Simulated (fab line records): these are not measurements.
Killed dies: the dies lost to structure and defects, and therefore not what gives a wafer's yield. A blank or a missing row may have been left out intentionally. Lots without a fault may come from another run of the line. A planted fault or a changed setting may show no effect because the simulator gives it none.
Matching of chambers | flow nand_harc | NHARC_A_WL_FILL_ALD_10 on ald_hk-02: 4 sister chambers
The step deposits SiO2, target thk 50 nm, pulse time 10 s, ald cycles 500. 16 wafers are shown with their chamber, then 8 later ones without.

EACH WAFER AND ITS CHAMBER
wafer  | chamber | heater_power_w (W) | precursor_pulse_height_rel
L074.1 | 3       | 390                | 0.974
L074.3 | 1       | 501                | 0.963
L074.6 | 2       | 489                | 0.999
L078.3 | 3       | 407                | 0.970
L078.1 | 1       | 506                | 0.992
L078.5 | 0       | 513                | 0.991
L079.2 | 2       | 479                | 1.002
L079.3 | 3       | 384                | 1.005
L079.4 | 1       | 509                | 1.002
L080.4 | 0       | 512                | 0.996
L080.1 | 2       | 486                | 1.022
L080.5 | 0       | 518                | 0.999
L084.1 | 1       | 507                | 1.000
L084.3 | 0       | 531                | 1.028
L084.6 | 2       | 480                | 0.992
L086.2 | 2       | 487                | 0.999

SIGNATURES (means of the wafers above)
reading                    | chamber 0 | chamber 1 | chamber 2 | chamber 3 | scatter within a chamber
heater_power_w             | 518.50    | 505.75    | 484.20    | 393.67    | 7.23
precursor_pulse_height_rel | 1.00350   | 0.98925   | 1.00280   | 0.98300   | 0.016
Rule: distance of a wafer from a chamber = root of the sum over the readings of ((wafer's reading minus chamber's mean) / reading's scatter) squared. The wafer belongs to the nearest chamber; if the next one is less than 2 further off, it can't be placed. The scatter is the square root of a quotient: the sum, over the shown wafers, of each reading's squared deviation from its chamber's mean, divided by wafers minus chambers.

WAFERS WHOSE CHAMBER IS MISSING
wafer  | heater_power_w (W) | precursor_pulse_height_rel
L086.3 | 509                | 0.974
L086.4 | 379                | 1.016
L091.3 | 475                | 1.025
L091.4 | 389                | 1.003
L091.5 | 489                | 0.982
L096.3 | 502                | 0.968
L096.5 | 503                | 1.007
L096.6 | 507                | 0.971

THE CHAMBER EACH PASSED THROUGH
wafer  | from the rows above          | in truth
L086.3 | can't be placed: 1 or 0      | 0
L086.4 | 3                            | 3
L091.3 | 2                            | 2
L091.4 | 3                            | 3
L091.5 | can't be placed: 2 or 1      | 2
L096.3 | can't be placed: 1 or 0 or 2 | 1
L096.5 | can't be placed: 1 or 0 or 2 | 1
L096.6 | can't be placed: 1 or 0      | 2
Correctly placed: 3 of 8. These rows do not allow placing 5 (true chamber among the candidates in 4). Placed wrongly: 0.
